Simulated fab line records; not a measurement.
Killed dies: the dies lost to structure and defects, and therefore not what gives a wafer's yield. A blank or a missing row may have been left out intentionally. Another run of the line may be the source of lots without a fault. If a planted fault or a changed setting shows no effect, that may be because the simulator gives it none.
The tool behind it: which one? || flow nand harc || 11 lots with 33 wafers sampled at 3 steps, on a route of 1302 steps

WHAT THE GAUGES READ, wafer by wafer
NHARC_P_ZERO_WELL_CD_MEAS_52: target cd 2000 nm.
{"lot": "L152", "measured": "day 2 01:44", "on": "cd sem-01", "cd nm (nm)": "2003.6 2000.8 2003.4"}
{"lot": "L153", "measured": "day 2 11:37", "on": "cd sem-02", "cd nm (nm)": "1998.8 1996.3 2000.7"}
{"lot": "L154", "measured": "day 2 22:22", "on": "cd sem-02", "cd nm (nm)": "2001.1 2001.4 1997.9"}
{"lot": "L156", "measured": "day 3 17:44", "on": "cd sem-03", "cd nm (nm)": "1999.4 2003.0 1998.1"}
{"lot": "L158", "measured": "day 4 13:49", "on": "cd sem-01", "cd nm (nm)": "2000.4 1999.3 1996.8"}
{"lot": "L162", "measured": "day 6 05:43", "on": "cd sem-01", "cd nm (nm)": "2002.9 2000.4 2002.0"}
{"lot": "L164", "measured": "day 7 01:44", "on": "cd sem-01", "cd nm (nm)": "2000.8 2000.3 1999.5"}
{"lot": "L165", "measured": "day 7 11:46", "on": "cd sem-02", "cd nm (nm)": "1999.4 2002.5 1999.1"}
{"lot": "L166", "measured": "day 7 21:59", "on": "cd sem-01", "cd nm (nm)": "1997.2 2000.0 1995.4"}
{"lot": "L167", "measured": "day 8 08:04", "on": "cd sem-01", "cd nm (nm)": "2000.6 2000.2 1996.3"}
{"lot": "L169", "measured": "day 9 04:18", "on": "cd sem-02", "cd nm (nm)": "1966.6 1969.0 1968.3 1966.3 1969.0 1968.3"}

WHICH TOOL RAN EACH LOT (tool, then ch and the chambers of the sampled wafers, then the start)
{"lot": "L152", "NHARC_P_ZERO_WELL_DESCUM_39": "rie diel-05 ch 0,1,2, day 2 00:15", "NHARC_P_ZERO_WELL_EXPOSE_49": "krf scanner-02 ch 0, day 2 01:34"}
{"lot": "L153", "NHARC_P_ZERO_WELL_DESCUM_39": "rie diel-05 ch 0,1, day 2 10:08", "NHARC_P_ZERO_WELL_EXPOSE_49": "krf scanner-01 ch 0, day 2 11:28"}
{"lot": "L154", "NHARC_P_ZERO_WELL_DESCUM_39": "rie diel-05 ch 0,1,2, day 2 21:01", "NHARC_P_ZERO_WELL_EXPOSE_49": "krf scanner-01 ch 0, day 2 22:13"}
{"lot": "L156", "NHARC_P_ZERO_WELL_DESCUM_39": "rie diel-04 ch 0,3, day 3 16:16", "NHARC_P_ZERO_WELL_EXPOSE_49": "krf scanner-01 ch 0, day 3 17:35"}
{"lot": "L158", "NHARC_P_ZERO_WELL_DESCUM_39": "rie diel-04 ch 0,1,2, day 4 12:29", "NHARC_P_ZERO_WELL_EXPOSE_49": "krf scanner-02 ch 0, day 4 13:40"}
{"lot": "L162", "NHARC_P_ZERO_WELL_DESCUM_39": "rie diel-05 ch 1,3, day 6 04:14", "NHARC_P_ZERO_WELL_EXPOSE_49": "krf scanner-02 ch 0, day 6 05:34"}
{"lot": "L164", "NHARC_P_ZERO_WELL_DESCUM_39": "rie diel-04 ch 0,1,3, day 7 00:20", "NHARC_P_ZERO_WELL_EXPOSE_49": "krf scanner-02 ch 0, day 7 01:35"}
{"lot": "L165", "NHARC_P_ZERO_WELL_DESCUM_39": "rie diel-05 ch 1,2,3, day 7 10:18", "NHARC_P_ZERO_WELL_EXPOSE_49": "krf scanner-04 ch 0, day 7 11:37"}
{"lot": "L166", "NHARC_P_ZERO_WELL_DESCUM_39": "rie diel-11 ch 0,1, day 7 20:30", "NHARC_P_ZERO_WELL_EXPOSE_49": "krf scanner-01 ch 0, day 7 21:50"}
{"lot": "L167", "NHARC_P_ZERO_WELL_DESCUM_39": "rie diel-05 ch 1,2,3, day 8 06:35", "NHARC_P_ZERO_WELL_EXPOSE_49": "krf scanner-02 ch 0, day 8 07:55"}
{"lot": "L169", "NHARC_P_ZERO_WELL_DESCUM_39": "rie diel-04 ch 0,1,3, day 9 02:48", "NHARC_P_ZERO_WELL_EXPOSE_49": "krf scanner-01 ch 0, day 9 04:08"}
- NHARC_P_ZERO_WELL_DESCUM_39: chemistry O2, time 3 s.
- NHARC_P_ZERO_WELL_EXPOSE_49: exposes mask P HVPW, target cd 2000 nm.

THE ANSWER, worked out from the rows above alone
Rule: the usual values come from the lots themselves. Put in order of their means at a reading, lots are off if they are a third of the lots or fewer, leave a main group of 4 or more, and stand apart from it by a gap of 3 or more times the standard deviation of the main group's means; of several such gaps the widest counts. The tables above print the reading to a certain number of digits; a main group whose means all agree to those digits is not used. A lot without any number at a reading at which 4 lots or more have one is off too. The other lots that the step has rows for count as sound.
Off at NHARC_P_ZERO_WELL_CD_MEAS_52 (cd nm): L169. For the main group the mean is 1999.9 nm and the standard deviation 1.4.
A tool fits if, at a process step before that reading, it ran every lot that is off, and no sound lot after the first of them. The gauges at NHARC_P_ZERO_WELL_CD_MEAS_52 are tried like those tools. Can't be told from this: 3 tools fit, rie diel-04 at NHARC_P_ZERO_WELL_DESCUM_39, krf scanner-01 at NHARC_P_ZERO_WELL_EXPOSE_49, cd sem-02 at NHARC_P_ZERO_WELL_CD_MEAS_52.

WHAT THE SIMULATOR HAD PUT IN
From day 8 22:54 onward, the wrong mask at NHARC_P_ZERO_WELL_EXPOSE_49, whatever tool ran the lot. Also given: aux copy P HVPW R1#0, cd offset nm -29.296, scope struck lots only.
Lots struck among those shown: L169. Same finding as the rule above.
